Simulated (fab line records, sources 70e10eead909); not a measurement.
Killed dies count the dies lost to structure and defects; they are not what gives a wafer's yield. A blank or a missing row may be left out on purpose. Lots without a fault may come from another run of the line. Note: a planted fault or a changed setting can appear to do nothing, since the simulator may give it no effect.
A struck lot beside a sound one || flow nand_harc || 35 out of 1302 route steps
Sound: the wafers L259.2, L259.3, L259.5. Struck: wafer L269.5 (L269.1, L269.2, from the same lot, were not struck and are left out); the cause is given at the end.
For every step that has rows: the tool of each side, followed by ch and its chambers, followed by its first start. Under that, the readings that differ: sound wafers || struck wafers || difference of the means || sigmas: that difference in standard deviations of wafers without a fault.
alike: readings with means less than 2 such deviations apart, plus words and numbers identical on both sides. not compared: withheld readings, readings lacking a value on some wafer, bounds such as >300 that could conceal the same value, and numbers that have no deviation in the record and whose values overlap.
Wherever a step has rows on one side only, a row that says differs or no value, or a row with sigmas, the two part there. Numbers that don't overlap but have no deviation are shown without sigmas and don't part them. A reading that every wafer of one side lacks parts them only if that side has two wafers or more.

first, 11 steps without rows for these wafers: NHARC_A_BONDPAD_HARDBAKE_10 (time 65 s); NHARC_A_BONDPAD_DESCUM_11 (chemistry O2, time 3 s); NHARC_A_BONDPAD_ETCH_34 (etches the open film in N2/H2, target depth 60 nm, overetch 18 nm, time 65.91 s); NHARC_A_BONDPAD_ETCH_12 (etches the open film in CHF3/O2, target depth 220 nm, time 110 s); NHARC_A_BONDPAD_STRIP_15 (strips in O2); NHARC_A_BONDPAD_ETCH_24 (etches the open film in CF4/N2, target depth 30 nm, time 72.99 s); NHARC_A_BONDPAD_STRIP_16 (strips in post etch residue remover, time 600 s); NHARC_A_BONDPAD_DEGAS_25 (time 60 s); NHARC_A_BONDPAD_PRE_CLEAN_26 (time 30 s); NHARC_A_BONDPAD_PVD_17 (deposits TaN, target thk 5 nm, time 8.06 s); NHARC_A_BONDPAD_PVD_27 (deposits Cu, target thk 30 nm, time 20.49 s).
NHARC_A_BONDPAD_ECD_18: material Cu, target thk 400 nm.
  sound on ecd_cu-01 ch 0,1, day 27 00:46; struck on ecd_cu-01 ch 0,1, day 31 13:31
then, 22 steps without rows for these wafers: NHARC_A_BONDPAD_ANNEAL_28 (time 90 s); NHARC_A_BONDPAD_CMP_19 (polishes, t overpolish 30 s, cu recess touch 16 s, target thk 169.82 nm); NHARC_A_BONDPAD_SRD_21 (time 30 s, dry time 20 s); NHARC_HYBRID_BOND_ACTIVATE_00 (chemistry N2, time 60 s); NHARC_HYBRID_BOND_PRECLEAN_01 (cleans in DIW, time 300 s); NHARC_HYBRID_BOND_SRD_02 (time 30 s, dry time 20 s); NHARC_HYBRID_BOND_BOND_03; NHARC_HYBRID_BOND_ANNEAL_04 (time 7200 s); NHARC_THIN_TSV_GRIND_00; NHARC_THIN_TSV_CMP_01 (polishes); NHARC_THIN_TSV_SRD_03; NHARC_THIN_TSV_PRECLEAN_41 (cleans in SC1); NHARC_THIN_TSV_SRD_42; NHARC_THIN_TSV_DEP_43 (deposits SiO2, target thk 1328.5 nm); NHARC_THIN_TSV_DEHYDRATE_04 (time 120 s); NHARC_THIN_TSV_HMDS_05 (time 30 s); NHARC_THIN_TSV_COAT_06; NHARC_THIN_TSV_SOFTBAKE_07 (time 95 s); NHARC_THIN_TSV_EBR_08; NHARC_THIN_TSV_EXPOSE_09 (exposes mask TSV); NHARC_THIN_TSV_PEB_10 (peb time 85 s); NHARC_THIN_TSV_DEVELOP_11 (time 70 s).
NHARC_END_SORT_01:
  sound on prober-01 ch 0, day 28 08:23; struck on prober-01 ch 0, day 33 05:04
{"reading": "defect_limited_yield (%)", "sound": "92.0 91.0 91.6", "struck": 0, "difference": -92, "sigmas": -37}
{"reading": "killed_at_array", "sound": "42 49 41", "struck": 669, "difference": "+625", "sigmas": "+37"}
{"reading": "killed_dies", "sound": "54 61 57", "struck": 677, "difference": "+620", "sigmas": "+36"}
{"reading": "killed_open", "sound": "4 4 7", "struck": 1, "difference": -4, "sigmas": -2}
{"reading": "killed_short", "sound": "4 3 1", "struck": 6, "difference": "+3", "sigmas": "+2"}
{"reading": "sort_bin_2_pct (%)", "sound": "2.4 2.5 2.2", "struck": 93.9, "difference": "+91.5", "sigmas": "+83"}
{"reading": "sort_n_pass", "sound": "623 616 620", "struck": 0, "difference": -620, "sigmas": -36}
{"reading": "sort_rim_yield_pct (%)", "sound": "89 98 88", "struck": 0, "difference": -92, "sigmas": -19}
{"reading": "sort_yield_pct (%)", "sound": "92.0 91.0 91.6", "struck": 0, "difference": -92, "sigmas": -37}
  alike: killed_at_other, killed_at_periphery, sort_bin_3_pct, sort_bin_4_pct

WHERE THEY PART
Within this record, at NHARC_END_SORT_01 only.

WHY: what had been put in by the simulator
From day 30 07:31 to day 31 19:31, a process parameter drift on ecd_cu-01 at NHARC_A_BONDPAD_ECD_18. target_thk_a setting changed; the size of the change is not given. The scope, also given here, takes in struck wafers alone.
